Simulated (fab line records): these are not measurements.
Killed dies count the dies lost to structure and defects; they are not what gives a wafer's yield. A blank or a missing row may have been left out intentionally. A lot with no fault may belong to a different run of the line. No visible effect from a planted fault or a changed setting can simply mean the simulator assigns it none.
What tool caused it?	flow nand_harc	12 lots, 36 wafers sampled, at 1 step of a route of 1302

== WHAT THE GAUGES SHOWED, per wafer ==
NHARC_A_CHANNEL_HOLE_D2_CD_MEAS_31.
lot	measured	on	cd_nm (nm)
L074	day 13 22:24	cd_sem-03	89.7 88.2 90.2
L077	day 14 15:20	cd_sem-01	87.2 88.6 91.2
L079	day 15 10:58	cd_sem-01	90.2 92.6 93.9
L080	day 16 14:55	cd_sem-02	90.0 89.9 89.3
L083	day 17 19:47	cd_sem-01	88.2 89.8 88.5
L084	day 18 03:02	cd_sem-01	89.7 91.1 91.0
L088	day 19 16:25	cd_sem-01	92.1 91.3 91.3
L089	day 20 03:41	cd_sem-01	90.8 89.3 86.9
L090	day 20 07:56	cd_sem-02	90.2 89.1 90.1
L094	day 21 22:53	cd_sem-03	90.8 89.0 90.9
L093	day 22 03:03	cd_sem-01	92.8 92.0 89.9
L097	day 23 05:59	cd_sem-01	91.0 88.2 88.6

== EACH LOT AND THE TOOL THAT RAN IT (in order: tool; ch and the chambers of the sampled wafers; start) ==
No process step before these readings appears in the record.

== THE ANSWER, worked out from the rows above alone ==
Rule: the usual values come from the lots themselves. Put in order of their means at a reading, lots are off if they are a third of the lots or fewer, leave a main group of 4 or more, and stand apart from it by a gap of 3 or more times the standard deviation of the main group's means; of several such gaps the widest counts. Not used: any main group whose means are identical at the precision the tables above print for the reading. Also off: a lot with no number at a reading for which 4 or more lots have one. Any other lot the step has rows for is counted as sound.
No lot is off on any of the readings shown, so nothing can be concluded from this.

== WHAT THE SIMULATOR PUT IN ==
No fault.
